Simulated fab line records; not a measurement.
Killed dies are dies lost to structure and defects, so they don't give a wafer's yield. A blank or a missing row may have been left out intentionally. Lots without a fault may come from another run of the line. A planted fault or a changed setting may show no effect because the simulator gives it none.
fab line records -- flow n5Finfet
[record] lots = 7, wafers = 21
route steps=1938 shown BEOL_M10@1509 BEOL_M11@1539
startH: start of the lot's first displayed wafer, in hours after the record's first day -- waitH: hours since the lot's step before -- " identical to the entry in the row above -- L1.1+2: one row covering several wafers at once -- - no value present, or no start provided -- * or withheld: withheld -- < > ~ a bound
route shown NAME@n: names a module that has steps shown in the file, with the first one's number in the route -- usual: mean/standard deviation of fault-free wafers -- same: alike in all rows -- chamber/n: place in a boat -- sites: each site's reading -- _std_site: standard deviation across them -- _edge_site: the outer-site mean with the inner-site mean subtracted -- radiusMm: how far each site lies from the wafer's centre -- mask NAME#n: copy n -- behind: tool/chamber where the wafer was last shaped -- hold: cause of the lot's hold/its duration in hours/its outcome -- device: the transistor (n, p or np) that didn't switch -- end of line: at the end of the route, the tests of the same wafers -- a step without rows: its recipe alone -- killed: at the first sort, the dies lost to defects and structure; wafer yield is something else -- map: per-die view of a wafer (x killed, . not killed, _ where there is no die)
set.NAME: setting as actually run; set.NAME@STEP: the setting as run at that earlier step -- model.NAME: the simulator's own value behind a step, which no gauge read
lots run with intentionally changed settings; tables by step, rows by wafer
[[steps]]
[step N5_BEOL_M10_VIA_ETCH_34]
[recipe] chemistry = C4F6/O2, target = SiCOH_lowk, targetDepthA = 1845, maskMaterial = SOC, taperDeg = 4, timeS = 69.2, ionEnergyEv = 250, pressureMtorr = 30, sourceW = 345, biasW = 185, Ar_flow_sccm = 300, C4F6_flow_sccm = 10, O2_flow_sccm = 10
lot.wafer,tool,chamber,startH,waitH,set.timeS,model.etch.depthNm,model.SOC_of_BEOL_M10_COAT_63.thkNm
L078.2,rieDiel-04,3,297.02,0.0,69.2,188.1,92
L078.3,rieDiel-04,1,297.02,0.0,69.2,185.3,92
L078.5,rieDiel-04,3,297.02,0.0,80.05,221.5,90.4
L081.1,rieDiel-05,2,344.17,0.0,69.2,185,92
L081.2,rieDiel-05,1,344.17,0.0,69.2,185.6,91.8
L081.4,rieDiel-05,3,344.17,0.0,83.8,219.9,90.4
L084.1,rieDiel-04,3,372.19,0.0,69.2,185.8,92
L084.3,rieDiel-04,2,372.19,0.0,69.2,186.5,92
L084.6,rieDiel-04,1,372.19,0.0,69.2,180.3,92.6
L087.1,rieDiel-05,2,397.96,0.0,69.2,187.5,92.4
L087.3,rieDiel-05,1,397.96,0.0,69.2,187.4,92
L087.4,rieDiel-05,1,397.96,0.0,69.2,187.4,91.8
L090.1,rieDiel-04,1,398.22,0.0,84.32,221.6,90.8
L090.3,rieDiel-04,3,398.22,0.0,84.32,228.4,90.2
L090.5,rieDiel-04,1,398.22,0.0,69.2,183.2,92.4
L094.3,rieDiel-05,1,449.70,0.0,69.2,185.5,92.6
L094.5,rieDiel-05,0,449.70,0.0,69.2,185,92.6
L094.6,rieDiel-05,3,449.70,0.0,62.18,170.3,93.4
L089.1,rieDiel-02,0,451.14,0.0,62.19,167.9,93
L089.2,rieDiel-02,2,451.14,0.0,69.2,185.6,91.8
L089.3,rieDiel-02,3,451.14,0.0,69.2,181.4,92.4
[step N5_BEOL_M10_TRENCH_ETCH_37]
[recipe] chemistry = C4F6/O2, targetDepthA = 1488.3, target = SiCOH_lowk, timeS = 48, ionEnergyEv = 250, pressureMtorr = 30, sourceW = 345, biasW = 185, Ar_flow_sccm = 300, C4F6_flow_sccm = 10, O2_flow_sccm = 10
[usual] rfVppV = 667/7.3
lot.wafer,tool,chamber,startH,waitH,set.sourceW,rfVppV,model.BEOL_M10.featureDepthNm,model.etch.depthNm
L078.2,rieDiel-04,3,-,-,345,667,152.2,152.1
L078.3,rieDiel-04,1,-,-,345,664,148.2,148.1
L078.5,rieDiel-04,3,-,-,345,669,151,151.1
L081.1,rieDiel-05,2,-,-,345,657,149.8,149.9
L081.2,rieDiel-05,1,-,-,345,665,150.2,150.2
L081.4,rieDiel-05,3,-,-,345,662,147.6,147.6
L084.1,rieDiel-04,3,-,-,345,667,151.8,151.8
L084.3,rieDiel-04,2,-,-,345,660,152,151.9
L084.6,rieDiel-04,1,-,-,345,664,149.2,149.2
L087.1,rieDiel-05,2,-,-,345,657,151.8,151.7
L087.3,rieDiel-05,1,-,-,345,665,149.2,149.2
L087.4,rieDiel-05,1,-,-,345,664,149.6,149.6
L090.1,rieDiel-04,1,-,-,345,663,146.8,146.8
L090.3,rieDiel-04,3,-,-,345,666,150.2,150.2
L090.5,rieDiel-04,1,-,-,287.3,730,135.6,135.6
L094.3,rieDiel-05,1,-,-,305.2,707,144,144.1
L094.5,rieDiel-05,0,-,-,345,681,146.6,146.7
L094.6,rieDiel-05,3,-,-,345,663,151.8,151.8
L089.1,rieDiel-02,0,-,-,345,678,150.8,150.7
L089.2,rieDiel-02,2,-,-,345,675,149.6,149.6
L089.3,rieDiel-02,3,-,-,301.9,706,137.8,137.7
[step N5_BEOL_M10_ETCH_41]
[recipe] chemistry = CH3F/O2, target = SiCN, targetDepthA = 426, taperDeg = 2, timeS = 86, ionEnergyEv = 120, maskMaterial = TiN, pressureMtorr = 30, sourceW = 395, biasW = 75, Ar_flow_sccm = 150, CH3F_flow_sccm = 30, O2_flow_sccm = 20
[step N5_BEOL_M10_STRIP_77]
[recipe] chemistry = N2/H2, timeS = 10, powerW = 450, tempC = 40, pressureMtorr = 20, rfFrequencyHz = 6e+07, biasPowerW = 7, n2FlowSccm = 200, h2FlowSccm = 200
[step N5_BEOL_M10_OCD_MEAS_38]
[usual] trenchDepthNm = 148.2/2.3
lot.wafer,tool,chamber,startH,waitH,set.sourceW@BEOL_M10_TRENCH_ETCH_37,trenchDepthNm
L078.2,ocd-01,-,297.31,-,345,152.4
L078.3,ocd-01,-,297.31,-,345,148.3
L078.5,ocd-01,-,297.31,-,345,151.3
L081.1,ocd-01,-,344.46,-,345,149.8
L081.2,ocd-01,-,344.46,-,345,150.2
L081.4,ocd-01,-,344.46,-,345,146.9
L084.1,ocd-02,-,372.47,-,345,152.0
L084.3,ocd-02,-,372.47,-,345,152.2
L084.6,ocd-02,-,372.47,-,345,148.9
L087.1,ocd-02,-,398.25,-,345,151.1
L087.3,ocd-02,-,398.25,-,345,148.8
L087.4,ocd-02,-,398.25,-,345,149.4
L090.1,ocd-01,-,398.50,-,345,146.7
L090.3,ocd-01,-,398.50,-,345,150.4
L090.5,ocd-01,-,398.50,-,287.3,135.6
L094.3,ocd-01,-,449.99,-,305.2,144.3
L094.5,ocd-01,-,449.99,-,345,146.7
L094.6,ocd-01,-,449.99,-,345,151.8
L089.1,ocd-01,-,451.43,-,345,151.2
L089.2,ocd-01,-,451.43,-,345,149.4
L089.3,ocd-01,-,451.43,-,301.9,137.5
[step N5_BEOL_M10_HM_STRIP_39]
[recipe] chemistry = peroxideTinStrip, material = TiN, targetDepthA = 250, tempC = 50, timeS = 158
[step N5_BEOL_M10_SRD_40]
[recipe] timeS = 30, tempC = 23, rinseLiquid = diw, dry = ipaMarangoni
[step N5_BEOL_M10_ECD_50]
[recipe] material = Cu, targetThkA = 3180
[step N5_BEOL_M10_ANNEAL_51]
[recipe] tempC = 225, timeS = 90, ambient = N2
[step N5_BEOL_M10_CMP_52]
[recipe] stopOn = SiCOH_lowk, tOverpolishS = 7, downForcePsi = 1, platenRpm = 50, clearingPlatenDownForcePsi = 1.5, clearingPlatenRpm = 50, postCmpClean = cuAlkaline, targetThkNm = 140, clearingPlatenPadVelocityMS = 0.99484, padVelocityMS = 0.99484
lot.wafer,tool,chamber,startH,waitH,set.sourceW@BEOL_M10_TRENCH_ETCH_37,model.Cu_of_BEOL_M10_ECD_50.thkNm
L078.3,cmp-04,0,300.26,0.2,345,138
L078.2,cmp-04,3,300.26,0.2,345,142.8
L078.5,cmp-04,0,300.26,0.2,345,142.2
L081.4,cmp-01,2,346.86,0.1,345,140.4
L081.1,cmp-01,3,346.86,0.1,345,143
L081.2,cmp-01,1,346.86,0.1,345,141
L084.1,cmp-03,0,376.40,0.3,345,143
L084.3,cmp-03,2,376.40,0.3,345,141.8
L084.6,cmp-03,0,376.40,0.3,345,139.4
L087.1,cmp-03,3,399.91,0.3,345,143.4
L087.4,cmp-03,1,399.91,0.3,345,142
L087.3,cmp-03,2,399.91,0.3,345,140.6
L090.3,cmp-04,3,401.63,0.2,345,141
L090.1,cmp-04,1,401.63,0.2,345,138.8
L090.5,cmp-04,2,401.63,0.2,287.3,127.6
L094.3,cmp-04,1,453.02,0.3,305.2,133.4
L094.6,cmp-04,2,453.02,0.3,345,140.8
L094.5,cmp-04,3,453.02,0.3,345,138.2
L089.1,cmp-03,1,453.71,0.4,345,142.6
L089.3,cmp-03,3,453.71,0.4,301.9,129
L089.2,cmp-03,0,453.71,0.4,345,141.2
[step N5_BEOL_M10_THK_MEAS_53]
[recipe] thkMeasGauge = xrf, reads = Cu_of_BEOL_M10_ECD_50
[usual] M10_THK = 137.4/2.4
lot.wafer,tool,chamber,startH,waitH,set.sourceW@BEOL_M10_TRENCH_ETCH_37,M10_THK[nm]
L078.2,filmMetro-01,-,300.56,-,345,141.3
L078.3,filmMetro-01,-,300.56,-,345,135.9
L078.5,filmMetro-01,-,300.56,-,345,140.3
L081.1,filmMetro-01,-,347.15,-,345,141.4
L081.2,filmMetro-01,-,347.15,-,345,139.6
L081.4,filmMetro-01,-,347.15,-,345,138.1
L084.1,filmMetro-02,-,376.69,-,345,141.2
L084.3,filmMetro-02,-,376.69,-,345,139.7
L084.6,filmMetro-02,-,376.69,-,345,137.7
L087.1,filmMetro-01,-,400.20,-,345,140.5
L087.3,filmMetro-01,-,400.20,-,345,137.8
L087.4,filmMetro-01,-,400.20,-,345,139.5
L090.1,filmMetro-02,-,401.89,-,345,135.0
L090.3,filmMetro-02,-,401.89,-,345,137.3
L090.5,filmMetro-02,-,401.89,-,287.3,124.5
L094.3,filmMetro-02,-,453.20,-,305.2,130.8
L094.5,filmMetro-02,-,453.20,-,345,135.7
L094.6,filmMetro-02,-,453.20,-,345,138.1
L089.1,filmMetro-01,-,454.00,-,345,140.7
L089.2,filmMetro-01,-,454.00,-,345,138.9
L089.3,filmMetro-01,-,454.00,-,301.9,127.0
[step N5_BEOL_M10_PRE_CLEAN_55]
[recipe] gas = NH3, timeS = 15, tempC = withheld, rfPowerW = 300
[step N5_BEOL_M10_DEP_56]
[recipe] material = SiCN, targetThkA = 150, tempC = withheld, precursor = 3MS/NH3, pressureTorr = 3, rfW = 202, timeS = 26.5
[step N5_BEOL_M10_RS_MEAS_57]
[recipe] thkMeasGauge = four-point-probe, reads = Cu_of_BEOL_M10_ECD_50+Co_of_BEOL_M10_CVD_75+TaN_of_BEOL_M10_ALD_74
[usual] M10_RS = 0.1515/0.0028
lot.wafer,tool,chamber,startH,waitH,set.sourceW@BEOL_M10_TRENCH_ETCH_37,M10_RS[ohm/sq]
L078.2,filmMetro-02,-,300.69,0.1,345,0.1477
L078.3,filmMetro-02,-,300.69,0.1,345,0.1532
L078.5,filmMetro-02,-,300.69,0.1,345,0.1480
L081.1,filmMetro-01,-,347.29,0.1,345,0.1475
L081.2,filmMetro-01,-,347.29,0.1,345,0.1497
L081.4,filmMetro-01,-,347.29,0.1,345,0.1507
L084.1,filmMetro-02,-,376.83,0.1,345,0.1473
L084.3,filmMetro-02,-,376.83,0.1,345,0.1486
L084.6,filmMetro-02,-,376.83,0.1,345,0.1515
L087.1,filmMetro-01,-,400.34,0.1,345,0.1473
L087.3,filmMetro-01,-,400.34,0.1,345,0.1504
L087.4,filmMetro-01,-,400.34,0.1,345,0.1486
L090.1,filmMetro-02,-,402.02,0.1,345,0.1520
L090.3,filmMetro-02,-,402.02,0.1,345,0.1496
L090.5,filmMetro-02,-,402.02,0.1,287.3,0.1671
L094.3,filmMetro-02,-,453.34,0.1,305.2,0.1594
L094.5,filmMetro-02,-,453.34,0.1,345,0.1532
L094.6,filmMetro-02,-,453.34,0.1,345,0.1497
L089.1,filmMetro-01,-,454.14,0.1,345,0.1476
L089.2,filmMetro-01,-,454.14,0.1,345,0.1501
L089.3,filmMetro-01,-,454.14,0.1,301.9,0.1651
[step N5_BEOL_M11_PECVD_70]
[recipe] material = SiO2, targetThkA = 200, tempC = 400, precursor = TEOS/O2, pressureTorr = 5.5, rfW = 450, teosFlowSccm = 53.8, gas = O2, flowSccm = 3000, timeS = 22.7
lot.wafer,tool,chamber,startH,waitH,set.timeS,model.SiO2_of_BEOL_M11_PECVD_70.thkNm
L078.2,pecvd-04,1,301.41,0.0,22.7,20
L078.3,pecvd-04,0,301.41,0.0,22.7,19.6
L078.5,pecvd-04,1,301.41,0.0,22.7,20.4
L081.1+2,pecvd-01,"1,2",348.49,0.0,22.7,19.2
L081.4,pecvd-01,1,348.49,0.0,24.87,21.8
L084.1,pecvd-04,0,377.52,0.0,24.78,21.6
L084.3+6,pecvd-04,"1,2",377.52,0.0,22.7,20
L087.1,pecvd-01,1,401.51,0.0,22.7,19.6
L087.3,pecvd-01,0,401.51,0.0,22.7,19.4
L087.4,pecvd-01,0,401.51,0.0,22.7,20.2
L090.1,pecvd-01,2,403.20,0.0,22.7,20.4
L090.3,pecvd-01,0,403.20,0.0,22.7,20
L090.5,pecvd-01,2,403.20,0.0,22.7,20.2
L094.3,pecvd-02,1,454.03,0.0,22.7,19.4
L094.5,pecvd-02,2,454.03,0.0,24.38,21.6
L094.6,pecvd-02,0,454.03,0.0,24.38,22
L089.1,pecvd-02,0,454.86,0.0,24.8,22
L089.2,pecvd-02,1,454.86,0.0,24.8,21.6
L089.3,pecvd-02,2,454.86,0.0,22.7,19.8
[step N5_BEOL_M11_COAT_60]
[recipe] resist = SiARC, tempC = 220, timeS = 60, spinRpm = 1500, resistThkNm = 30
lot.wafer,tool,chamber,startH,waitH,set.spinRpm,model.SiARC_of_BEOL_M11_COAT_60.thkNm
L078.2+3+5,lithoTrack-03,0,-,-,1500,30
L081.1,lithoTrack-05,0,-,-,1500,30.2
L081.2+4,lithoTrack-05,0,-,-,1561,29.4
L084.1+3+6,lithoTrack-05,0,-,-,1387,31.2
L087.1+4,lithoTrack-05,0,-,-,1500,30
L087.3,lithoTrack-05,0,-,-,1500,30.2
L090.1+5,lithoTrack-05,0,-,-,1500,30
L090.3,lithoTrack-05,0,-,-,1596,29.2
L094.3+6,lithoTrack-05,0,-,-,1578,29.4
L094.5,lithoTrack-05,0,-,-,1500,30
L089.1+3,lithoTrack-01,0,-,-,1453,30.4
L089.2,lithoTrack-01,0,-,-,1500,29.8
[step N5_BEOL_M11_COAT_05]
[recipe] resist = CAR-ArF, spinRpm = 1500, resistThkNm = 90
[step N5_BEOL_M11_EBR_07]
[recipe] solvent = PGMEA, ebrWidthMm = 1.5
[step N5_BEOL_M11_DESCUM_16]
[recipe] chemistry = O2, timeS = 7.9, sourcePowerW = 50, biasPowerW = 20, pressureMtorr = 20, rfFrequencyHz = 2.712e+07, tempC = 40, resist = CAR-ArF, o2FlowSccm = 225
[step N5_BEOL_M11_ETCH_61]
[recipe] chemistry = CF4, target = SiARC, targetDepthA = 390, maskMaterial = CAR-ArF, timeS = 65, ionEnergyEv = 80, pressureMtorr = 40, sourceW = 545, biasW = 36, Ar_flow_sccm = 100, cf4FlowSccm = 100, ends = cleared
lot.wafer,tool,chamber,startH,waitH,set.spinRpm@BEOL_M11_COAT_60,model.etch.depthNm
L078.2,rieDiel-03,2,302.09,0.0,1500,30.01
L078.3+5,rieDiel-03,"3,2",302.09,0.0,1500,30.04
L081.1,rieDiel-06,3,349.85,0.0,1500,30.17
L081.2,rieDiel-06,1,349.85,0.0,1561,29.46
L081.4,rieDiel-06,0,349.85,0.0,1561,29.43
L084.1+6,rieDiel-06,"0,3",379.59,0.0,1387,31.21
L084.3,rieDiel-06,3,379.59,0.0,1387,31.24
L087.1,rieDiel-03,3,405.80,0.0,1500,30.1
L087.3,rieDiel-03,1,405.80,0.0,1500,30.18
L087.4,rieDiel-03,2,405.80,0.0,1500,30.07
L090.1,rieDiel-01,2,405.94,0.0,1500,30
L090.3,rieDiel-01,1,405.94,0.0,1596,29.15
L090.5,rieDiel-01,1,405.94,0.0,1500,29.96
L094.3,rieDiel-01,2,456.17,0.0,1578,29.45
L094.5,rieDiel-01,2,456.17,0.0,1500,30.05
L094.6,rieDiel-01,1,456.17,0.0,1578,29.4
L089.1,rieDiel-01,2,456.49,0.0,1453,30.42
L089.2,rieDiel-01,1,456.49,0.0,1500,29.85
L089.3,rieDiel-01,0,456.49,0.0,1453,30.41
[step N5_BEOL_M11_ETCH_62]
[recipe] chemistry = N2/H2, target = SOC, targetDepthA = 1100, overetchA = 220, maskMaterial = SiARC, tempC = 40, timeS = 165, ionEnergyEv = 200, pressureMtorr = 30, sourceW = 840, biasW = 150, n2FlowSccm = 200, h2FlowSccm = 200
lot.wafer,tool,chamber,startH,waitH,set.spinRpm@BEOL_M11_COAT_60,model.SiARC_of_BEOL_M11_COAT_60.thkNm
L078.2+3+5,rieDiel-03,"2,3,2",302.14,0.0,1500,23.6
L081.1,rieDiel-06,3,349.90,0.0,1500,23.6
L081.2+4,rieDiel-06,"1,0",349.90,0.0,1561,23
L084.1+6,rieDiel-06,"0,3",379.64,0.0,1387,24.8
L084.3,rieDiel-06,3,379.64,0.0,1387,24.6
L087.1+3+4,rieDiel-03,"3,1,2",405.85,0.0,1500,23.6
L090.1+5,rieDiel-01,"2,1",405.99,0.0,1500,23.4
L090.3,rieDiel-01,1,405.99,0.0,1596,22.6
L094.3+6,rieDiel-01,"2,1",456.22,0.0,1578,23
L094.5,rieDiel-01,2,456.22,0.0,1500,23.6
L089.1+3,rieDiel-01,"2,0",456.54,0.0,1453,24
L089.2,rieDiel-01,1,456.54,0.0,1500,23.4
[step N5_BEOL_M11_TRENCH_ETCH_37]
[recipe] chemistry = C4F6/O2, targetDepthA = 1488.3, target = SiCOH_lowk, timeS = 48, ionEnergyEv = 250, pressureMtorr = 30, sourceW = 345, biasW = 185, Ar_flow_sccm = 300, C4F6_flow_sccm = 10, O2_flow_sccm = 10
[usual] rfVppV = 663/8.1
lot.wafer,tool,chamber,startH,waitH,set.sourceW,rfVppV,model.BEOL_M11.featureDepthNm,model.etch.depthNm
L078.2,rieDiel-03,3,-,-,320.2,681,143,143.1
L078.3,rieDiel-03,2,-,-,345,656,149.6,149.6
L078.5,rieDiel-03,2,-,-,320.2,682,145.6,145.5
L081.1,rieDiel-03,1,-,-,378.2,643,154.2,154.1
L081.2,rieDiel-03,0,-,-,378.2,641,155.2,155.2
L081.4,rieDiel-03,3,-,-,345,656,147,147
L084.1,rieDiel-03,0,-,-,345,673,148,147.9
L084.3,rieDiel-03,3,-,-,345,655,147.2,147.2
L084.6,rieDiel-03,3,-,-,345,655,147.4,147.4
L090.1,rieDiel-01,0,-,-,345,658,150.4,150.4
L090.3,rieDiel-01,1,-,-,291.5,729,138.2,138.2
L090.5,rieDiel-01,2,-,-,291.5,731,138.6,138.6
L087.1,rieDiel-06,0,-,-,345,670,146.4,146.4
L087.3,rieDiel-06,1,-,-,345,651,148.6,148.7
L087.4,rieDiel-06,2,-,-,345,662,149.2,149.2
L094.3,rieDiel-03,1,-,-,389.7,636,158,158
L094.5,rieDiel-03,2,-,-,345,656,150,150.1
L094.6,rieDiel-03,1,-,-,389.7,632,158,158
L089.1,rieDiel-06,0,-,-,345,668,147.2,147.3
L089.2,rieDiel-06,1,-,-,345,651,149.8,149.8
L089.3,rieDiel-06,2,-,-,345,661,148.2,148.3
[step N5_BEOL_M11_ETCH_41]
[recipe] chemistry = CH3F/O2, target = SiCN, targetDepthA = 426, taperDeg = 2, timeS = 86, ionEnergyEv = 120, maskMaterial = TiN, pressureMtorr = 30, sourceW = 395, biasW = 75, Ar_flow_sccm = 150, CH3F_flow_sccm = 30, O2_flow_sccm = 20
[step N5_BEOL_M11_STRIP_77]
[recipe] chemistry = N2/H2, timeS = 10, powerW = 450, tempC = 40, pressureMtorr = 20, rfFrequencyHz = 6e+07, biasPowerW = 7, n2FlowSccm = 200, h2FlowSccm = 200
[step N5_BEOL_M11_OCD_MEAS_38]
[usual] trenchDepthNm = 148.4/1.7
lot.wafer,tool,chamber,startH,waitH,set.sourceW@BEOL_M11_TRENCH_ETCH_37,trenchDepthNm
L078.2,ocd-01,-,303.57,-,320.2,143.1
L078.3,ocd-01,-,303.57,-,345,149.9
L078.5,ocd-01,-,303.57,-,320.2,145.6
L081.1,ocd-02,-,352.60,-,378.2,154.9
L081.2,ocd-02,-,352.60,-,378.2,155.6
L081.4,ocd-02,-,352.60,-,345,147.6
L084.1,ocd-02,-,381.21,-,345,148.3
L084.3,ocd-02,-,381.21,-,345,146.8
L084.6,ocd-02,-,381.21,-,345,147.3
L090.1,ocd-02,-,408.55,-,345,150.0
L090.3,ocd-02,-,408.55,-,291.5,137.8
L090.5,ocd-02,-,408.55,-,291.5,138.0
L087.1,ocd-01,-,408.74,-,345,147.2
L087.3,ocd-01,-,408.74,-,345,148.7
L087.4,ocd-01,-,408.74,-,345,149.1
L094.3,ocd-02,-,461.56,-,389.7,157.8
L094.5,ocd-02,-,461.56,-,345,150.3
L094.6,ocd-02,-,461.56,-,389.7,158.0
L089.1,ocd-02,-,462.07,-,345,147.4
L089.2,ocd-02,-,462.07,-,345,150.0
L089.3,ocd-02,-,462.07,-,345,148.3
[[key]]
[split] step = N5_BEOL_M10_VIA_ETCH_34, setting = timeS, stated = 69.2, by = wafer
[response] step = N5_BEOL_M10_VIA_ETCH_34, reading = model.etch.depthNm, change = +1.82, per = 1%, r = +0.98
[response] step = N5_BEOL_M10_VIA_ETCH_34, reading = model.SOC_of_BEOL_M10_COAT_63.thkNm, change = -0.0841, per = 1%, r = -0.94
[split] step = N5_BEOL_M10_TRENCH_ETCH_37, setting = sourceW, stated = 345, by = wafer
[response] step = N5_BEOL_M10_TRENCH_ETCH_37, reading = rfVppV, change = -3.28, per = 1%, r = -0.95
[response] step = N5_BEOL_M10_TRENCH_ETCH_37, reading = model.BEOL_M10.featureDepthNm, change = +0.757, per = 1%, r = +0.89
[response] step = N5_BEOL_M10_TRENCH_ETCH_37, reading = model.etch.depthNm, change = +0.756, per = 1%, r = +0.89
[response] step = N5_BEOL_M10_OCD_MEAS_38, reading = trenchDepthNm, change = +0.765, per = 1%, r = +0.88
[response] step = N5_BEOL_M10_CMP_52, reading = model.Cu_of_BEOL_M10_ECD_50.thkNm, change = +0.769, per = 1%, r = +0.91
[response] step = N5_BEOL_M10_THK_MEAS_53, reading = M10_THK, change = +0.748, per = 1%, r = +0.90
[response] step = N5_BEOL_M10_RS_MEAS_57, reading = M10_RS, change = -0.000997, per = 1%, r = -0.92
[split] step = N5_BEOL_M11_PECVD_70, setting = timeS, stated = 22.7, by = wafer
[response] step = N5_BEOL_M11_PECVD_70, reading = model.SiO2_of_BEOL_M11_PECVD_70.thkNm, change = +0.24, per = 1%, r = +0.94
[split] step = N5_BEOL_M11_COAT_60, setting = spinRpm, stated = 1500, by = wafer
[response] step = N5_BEOL_M11_COAT_60, reading = model.SiARC_of_BEOL_M11_COAT_60.thkNm, change = -0.142, per = 1%, r = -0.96
[response] step = N5_BEOL_M11_ETCH_61, reading = model.etch.depthNm, change = -0.141, per = 1%, r = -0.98
[response] step = N5_BEOL_M11_ETCH_62, reading = model.SiARC_of_BEOL_M11_COAT_60.thkNm, change = -0.133, per = 1%, r = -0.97
[split] step = N5_BEOL_M11_TRENCH_ETCH_37, setting = sourceW, stated = 345, by = wafer
[response] step = N5_BEOL_M11_TRENCH_ETCH_37, reading = rfVppV, change = -3.12, per = 1%, r = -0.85
[response] step = N5_BEOL_M11_TRENCH_ETCH_37, reading = model.BEOL_M11.featureDepthNm, change = +0.727, per = 1%, r = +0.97
[response] step = N5_BEOL_M11_TRENCH_ETCH_37, reading = model.etch.depthNm, change = +0.727, per = 1%, r = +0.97
[response] step = N5_BEOL_M11_OCD_MEAS_38, reading = trenchDepthNm, change = +0.724, per = 1%, r = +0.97
